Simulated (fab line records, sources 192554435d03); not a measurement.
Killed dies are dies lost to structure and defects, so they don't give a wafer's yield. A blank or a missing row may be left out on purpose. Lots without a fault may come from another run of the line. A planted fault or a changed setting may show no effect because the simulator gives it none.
Split-lot experiment | flow n5_finfet | 7 lots, 21 wafers read, on a route of 1938 steps

THE SPLIT
At N5_FIN_SAQP_PECVD_47 (deposits a-Si from SiH4/He, target thk 45 nm, time 36.3 s), the setting time_s was moved away from the recipe's 36.3 s on 8 of the 21 wafers read, by -13.3% to +5.5%. The other wafers ran this setting at the recipe's value.

FROM THE SPLIT TO THE READING: what the file shows between them, 6 steps
- N5_FIN_SAQP_EXPOSE_13: exposes mask FIN CORE, target cd 35.6 nm (also split here: dose_mj)
- N5_FIN_SAQP_PEB_14: peb time 60 s
- N5_FIN_SAQP_DEVELOP_15: develop time 30 s
- N5_FIN_SAQP_CD_MEAS_16: target cd 35.6 nm
- N5_FIN_SAQP_ETCH_57: etches SiNx in CH3F/O2, target depth 32.5 nm, time 46.4 s
- N5_FIN_SAQP_ETCH_65: etches SiO2 in CF4, target depth 4 nm, time 4.4 s

THE READING
oes_product_au, in a.u., at N5_FIN_SAQP_MANDREL_ETCH_58 (etches a-Si in HBr/Cl2, stops on SiNx, target depth 45 nm, bt time 10 s, time 27 s). Fault-free wafers of this fab line usually give 0.699 a.u., standard deviation 0.01 a.u..

wafer  | tool, chamber at the split | time_s as run, s | against the recipe | oes_product_au, a.u. | against lot-mates on the recipe
L076.3 | pecvd-03, 1                | 36.3             | recipe             | 0.694                | -
L076.4 | pecvd-03, 0                | 36.3             | recipe             | 0.704                | -
L076.5 | pecvd-03, 0                | 36.3             | recipe             | 0.706                | -
L077.4 | pecvd-04, 1                | 36.3             | recipe             | 0.715                | -
L077.5 | pecvd-04, 2                | 36.3             | recipe             | 0.714                | -
L077.6 | pecvd-04, 0                | 36.3             | recipe             | 0.704                | -
L083.1 | pecvd-01, 0                | 31.71            | -12.6%             | 0.650                | -0.061
L083.5 | pecvd-01, 1                | 31.71            | -12.6%             | 0.648                | -0.063
L083.6 | pecvd-01, 2                | 36.3             | recipe             | 0.711                | -
L085.1 | pecvd-01, 1                | 38.31            | +5.5%              | 0.734                | +0.047
L085.2 | pecvd-01, 2                | 38.31            | +5.5%              | 0.717                | +0.030
L085.4 | pecvd-01, 1                | 36.3             | recipe             | 0.687                | -
L088.1 | pecvd-03, 2                | 36.3             | recipe             | 0.682                | -
L088.2 | pecvd-03, 0                | 31.49            | -13.3%             | 0.659                | -0.028
L088.3 | pecvd-03, 1                | 36.3             | recipe             | 0.693                | -
L090.1 | pecvd-03, 2                | 34.55            | -4.8%              | 0.669                | -0.015
L090.2 | pecvd-03, 1                | 36.3             | recipe             | 0.684                | -
L090.3 | pecvd-03, 0                | 34.55            | -4.8%              | 0.686                | +0.002
L092.1 | pecvd-04, 1                | 36.3             | recipe             | 0.693                | -
L092.2 | pecvd-04, 0                | 36.3             | recipe             | 0.691                | -
L092.6 | pecvd-04, 1                | 34.06            | -6.2%              | 0.678                | -0.014

THE FIT
A straight line over all 21 wafers: oes_product_au changes by +0.0038 a.u. for each +1% of time_s; r = +0.89; the points scatter about the line by 0.01 a.u..
The same after taking each lot's own level away (the mean of its wafers on the recipe; 21 wafers): +0.00418 a.u. for each +1%; r = +0.91; scatter 0.01 a.u..
On that fit, the largest move of time_s shifts the reading by 0.055 a.u..
The lots' own levels span 0.6840 to 0.7110 a.u., that is 2.7 times the standard deviation above.
So the lot-to-lot level changes the slope little: the two slopes agree.
Check: with one of the wafers moved furthest among these (-13.3%) left out of the fit, the line predicts -0.0605 a.u. for it against its lot-mates. It came out at -0.0285 a.u. against them.

OTHER SPLITS ON THESE WAFERS
These wafers also went through other splits before the reading. Each is held against what the fit with the lots' levels taken away leaves over:
other split on the same wafers        | wafers away from the commonest value | r with oes_product_au (lot level and that fit taken away)
N5_WELL_APT_PEB_06 peb_time_s         | 6                                    | +0.14
N5_WELL_APT_DEVELOP_07 develop_time_s | 5                                    | -0.12
N5_FIN_SAQP_EXPOSE_13 dose_mj         | 9                                    | -0.24

THE WHOLE CHAIN: every reading that the file lists as answering this split, in the file's order
step                        | what it does                                                                       | reading                                                                           | change (the file's fit)                   | r (the file's)
N5_FIN_SAQP_PECVD_47        | deposits a-Si from SiH4/He, target thk 45 nm, time 36.3 s                          | a-Si_of_FIN_SAQP_PECVD_47.thk_nm (the simulator's own value, which no gauge read) | +0.447 nm for each +1% of the setting     | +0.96
N5_FIN_SAQP_MANDREL_ETCH_58 | etches a-Si in HBr/Cl2, stops on SiNx, target depth 45 nm, bt time 10 s, time 27 s | oes_product_au                                                                    | +0.00349 a.u. for each +1% of the setting | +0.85
N5_FIN_SAQP_MANDREL_ETCH_58 | etches a-Si in HBr/Cl2, stops on SiNx, target depth 45 nm, bt time 10 s, time 27 s | etch.depth_nm (the simulator's own value, which no gauge read)                    | +0.447 nm for each +1% of the setting     | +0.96

THE FILE'S OWN FIT
oes_product_au changes by +0.00349 a.u. for each +1% of time_s, r = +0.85.
